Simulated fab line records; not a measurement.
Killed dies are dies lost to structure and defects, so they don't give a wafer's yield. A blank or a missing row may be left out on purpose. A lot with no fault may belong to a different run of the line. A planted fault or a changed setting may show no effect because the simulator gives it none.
Split-lot study / flow n5 finfet / 39 wafers read across 7 lots, on a route 1938 steps long

THE SPLIT ITSELF
At N5_SPACER0_ALD_00 (deposits SiOCN, target thk 3.5 nm, pulse time 3 s, purge time 2 s), the setting ald cycles was moved away from the recipe's 58 on 15 of the 39 wafers read, by -32.8% to +44.8%. All remaining wafers had this setting at the recipe value.

Reading taken at the split's own step.

THE READING
SiOCN_of_SPACER0_ALD_00.thk nm (the simulator's own value, which no gauge read), in nm, at N5_SPACER0_ALD_00 (deposits SiOCN, target thk 3.5 nm, pulse time 3 s, purge time 2 s). No usual value for it is given in the file. Here, 24 wafers ran the recipe; their average is 3.5 nm with a standard deviation of 0.1 nm.

wafer=L079.1; tool, chamber at the split=ald sin-01, 0,3,1; ald cycles as run=42; against the recipe=-27.6%; SiOCN_of_SPACER0_ALD_00.thk nm, nm=2.6; against lot-mates on the recipe=-0.9
wafer=L079.4; tool, chamber at the split=ald sin-01, 0,3,1; ald cycles as run=42; against the recipe=-27.6%; SiOCN_of_SPACER0_ALD_00.thk nm, nm=2.6; against lot-mates on the recipe=-0.9
wafer=L079.5; tool, chamber at the split=ald sin-01, 0,3,1; ald cycles as run=42; against the recipe=-27.6%; SiOCN_of_SPACER0_ALD_00.thk nm, nm=2.6; against lot-mates on the recipe=-0.9
wafer=L079.2; tool, chamber at the split=ald sin-01, 1; ald cycles as run=58; against the recipe=recipe; SiOCN_of_SPACER0_ALD_00.thk nm, nm=3.4; against lot-mates on the recipe=-
wafer=L079.3; tool, chamber at the split=ald sin-01, 2; ald cycles as run=58; against the recipe=recipe; SiOCN_of_SPACER0_ALD_00.thk nm, nm=3.6; against lot-mates on the recipe=-
wafer=L079.6; tool, chamber at the split=ald sin-01, 2; ald cycles as run=58; against the recipe=recipe; SiOCN_of_SPACER0_ALD_00.thk nm, nm=3.6; against lot-mates on the recipe=-
wafer=L080.1; tool, chamber at the split=ald sin-01, 0,3,3; ald cycles as run=74; against the recipe=+27.6%; SiOCN_of_SPACER0_ALD_00.thk nm, nm=4.4; against lot-mates on the recipe=+1.0
wafer=L080.4; tool, chamber at the split=ald sin-01, 0,3,3; ald cycles as run=74; against the recipe=+27.6%; SiOCN_of_SPACER0_ALD_00.thk nm, nm=4.4; against lot-mates on the recipe=+1.0
wafer=L080.6; tool, chamber at the split=ald sin-01, 0,3,3; ald cycles as run=74; against the recipe=+27.6%; SiOCN_of_SPACER0_ALD_00.thk nm, nm=4.4; against lot-mates on the recipe=+1.0
wafer=L080.2; tool, chamber at the split=ald sin-01, 2,1,2; ald cycles as run=58; against the recipe=recipe; SiOCN_of_SPACER0_ALD_00.thk nm, nm=3.4; against lot-mates on the recipe=-
wafer=L080.3; tool, chamber at the split=ald sin-01, 2,1,2; ald cycles as run=58; against the recipe=recipe; SiOCN_of_SPACER0_ALD_00.thk nm, nm=3.4; against lot-mates on the recipe=-
wafer=L080.5; tool, chamber at the split=ald sin-01, 2,1,2; ald cycles as run=58; against the recipe=recipe; SiOCN_of_SPACER0_ALD_00.thk nm, nm=3.4; against lot-mates on the recipe=-
wafer=L083.1; tool, chamber at the split=ald sin-03, 1,3,2; ald cycles as run=84; against the recipe=+44.8%; SiOCN_of_SPACER0_ALD_00.thk nm, nm=5; against lot-mates on the recipe=+1.6
wafer=L083.3; tool, chamber at the split=ald sin-03, 1,3,2; ald cycles as run=84; against the recipe=+44.8%; SiOCN_of_SPACER0_ALD_00.thk nm, nm=5; against lot-mates on the recipe=+1.6
wafer=L083.6; tool, chamber at the split=ald sin-03, 1,3,2; ald cycles as run=84; against the recipe=+44.8%; SiOCN_of_SPACER0_ALD_00.thk nm, nm=5; against lot-mates on the recipe=+1.6
wafer=L083.2; tool, chamber at the split=ald sin-03, 0,2,3; ald cycles as run=58; against the recipe=recipe; SiOCN_of_SPACER0_ALD_00.thk nm, nm=3.4; against lot-mates on the recipe=-
wafer=L083.4; tool, chamber at the split=ald sin-03, 0,2,3; ald cycles as run=58; against the recipe=recipe; SiOCN_of_SPACER0_ALD_00.thk nm, nm=3.4; against lot-mates on the recipe=-
wafer=L083.5; tool, chamber at the split=ald sin-03, 0,2,3; ald cycles as run=58; against the recipe=recipe; SiOCN_of_SPACER0_ALD_00.thk nm, nm=3.4; against lot-mates on the recipe=-
wafer=L084.1; tool, chamber at the split=ald sin-01, 1,2,3; ald cycles as run=58; against the recipe=recipe; SiOCN_of_SPACER0_ALD_00.thk nm, nm=3.6; against lot-mates on the recipe=-
wafer=L084.3; tool, chamber at the split=ald sin-01, 1,2,3; ald cycles as run=58; against the recipe=recipe; SiOCN_of_SPACER0_ALD_00.thk nm, nm=3.6; against lot-mates on the recipe=-
wafer=L084.6; tool, chamber at the split=ald sin-01, 1,2,3; ald cycles as run=58; against the recipe=recipe; SiOCN_of_SPACER0_ALD_00.thk nm, nm=3.6; against lot-mates on the recipe=-
wafer=L084.2; tool, chamber at the split=ald sin-01, 0,3,2; ald cycles as run=44; against the recipe=-24.1%; SiOCN_of_SPACER0_ALD_00.thk nm, nm=2.6; against lot-mates on the recipe=-1.0
wafer=L084.4; tool, chamber at the split=ald sin-01, 0,3,2; ald cycles as run=44; against the recipe=-24.1%; SiOCN_of_SPACER0_ALD_00.thk nm, nm=2.6; against lot-mates on the recipe=-1.0
wafer=L084.5; tool, chamber at the split=ald sin-01, 0,3,2; ald cycles as run=44; against the recipe=-24.1%; SiOCN_of_SPACER0_ALD_00.thk nm, nm=2.6; against lot-mates on the recipe=-1.0
wafer=L089.1; tool, chamber at the split=ald sin-04, 3,1,0; ald cycles as run=39; against the recipe=-32.8%; SiOCN_of_SPACER0_ALD_00.thk nm, nm=2.4; against lot-mates on the recipe=-1.1
wafer=L089.3; tool, chamber at the split=ald sin-04, 3,1,0; ald cycles as run=39; against the recipe=-32.8%; SiOCN_of_SPACER0_ALD_00.thk nm, nm=2.4; against lot-mates on the recipe=-1.1
wafer=L089.4; tool, chamber at the split=ald sin-04, 3,1,0; ald cycles as run=39; against the recipe=-32.8%; SiOCN_of_SPACER0_ALD_00.thk nm, nm=2.4; against lot-mates on the recipe=-1.1
wafer=L089.2; tool, chamber at the split=ald sin-04, 2,1; ald cycles as run=58; against the recipe=recipe; SiOCN_of_SPACER0_ALD_00.thk nm, nm=3.4; against lot-mates on the recipe=-
wafer=L089.6; tool, chamber at the split=ald sin-04, 2,1; ald cycles as run=58; against the recipe=recipe; SiOCN_of_SPACER0_ALD_00.thk nm, nm=3.4; against lot-mates on the recipe=-
wafer=L089.5; tool, chamber at the split=ald sin-04, 0; ald cycles as run=58; against the recipe=recipe; SiOCN_of_SPACER0_ALD_00.thk nm, nm=3.6; against lot-mates on the recipe=-
wafer=L090.1; tool, chamber at the split=ald sin-04, 1,0,3,2,3,2; ald cycles as run=58; against the recipe=recipe; SiOCN_of_SPACER0_ALD_00.thk nm, nm=3.6; against lot-mates on the recipe=-
wafer=L090.2; tool, chamber at the split=ald sin-04, 1,0,3,2,3,2; ald cycles as run=58; against the recipe=recipe; SiOCN_of_SPACER0_ALD_00.thk nm, nm=3.6; against lot-mates on the recipe=-
wafer=L090.3; tool, chamber at the split=ald sin-04, 1,0,3,2,3,2; ald cycles as run=58; against the recipe=recipe; SiOCN_of_SPACER0_ALD_00.thk nm, nm=3.6; against lot-mates on the recipe=-
wafer=L090.4; tool, chamber at the split=ald sin-04, 1,0,3,2,3,2; ald cycles as run=58; against the recipe=recipe; SiOCN_of_SPACER0_ALD_00.thk nm, nm=3.6; against lot-mates on the recipe=-
wafer=L090.5; tool, chamber at the split=ald sin-04, 1,0,3,2,3,2; ald cycles as run=58; against the recipe=recipe; SiOCN_of_SPACER0_ALD_00.thk nm, nm=3.6; against lot-mates on the recipe=-
wafer=L090.6; tool, chamber at the split=ald sin-04, 1,0,3,2,3,2; ald cycles as run=58; against the recipe=recipe; SiOCN_of_SPACER0_ALD_00.thk nm, nm=3.6; against lot-mates on the recipe=-
wafer=L097.2; tool, chamber at the split=ald sin-03, 0,3,2; ald cycles as run=58; against the recipe=recipe; SiOCN_of_SPACER0_ALD_00.thk nm, nm=3.4; against lot-mates on the recipe=-
wafer=L097.3; tool, chamber at the split=ald sin-03, 0,3,2; ald cycles as run=58; against the recipe=recipe; SiOCN_of_SPACER0_ALD_00.thk nm, nm=3.4; against lot-mates on the recipe=-
wafer=L097.6; tool, chamber at the split=ald sin-03, 0,3,2; ald cycles as run=58; against the recipe=recipe; SiOCN_of_SPACER0_ALD_00.thk nm, nm=3.4; against lot-mates on the recipe=-
When a row names more than one chamber, that row covers several wafers, and the file does not tell which wafer ran in which chamber.

FIT RESULTS
A straight line over all 39 wafers: SiOCN_of_SPACER0_ALD_00.thk nm changes by +0.0337 nm for each +1% of ald cycles; r = +0.99; the points scatter about the line by 0.085 nm.
The same after taking each lot's own level away (the mean of its wafers on the recipe; 39 wafers): +0.0355 nm for each +1%; r = +1.00; scatter 0.064 nm.
The reading moves by 1.6 nm for the largest change in ald cycles, on that fit.
From 3.40 to 3.60 nm: that is the span of the lots' own levels, equal to 2.0 times the standard deviation above.
Hence the lot-to-lot level has little effect on the slope; both slopes agree.
Check: +1.59 nm against its lot-mates is what the line predicts for one of the wafers moved furthest among these (+44.8%) when that wafer is left out of the fit. Against them it came out at +1.6 nm.

ADDITIONAL SPLITS CARRIED BY THESE WAFERS
Before the reading, these wafers also passed through other splits. Each is held against what the fit with the lots' levels taken away leaves over:
other split on the same wafers=N5_PMOS_HMC_CHANNEL_EPI_DEVELOP_08 develop time s; wafers away from the commonest value=15; r with SiOCN_of_SPACER0_ALD_00.thk nm (lot level and that fit taken away)=-0.31

THE FILE'S OWN FIT
SiOCN_of_SPACER0_ALD_00.thk nm changes by +0.0355 nm for each +1% of ald cycles, r = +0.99.
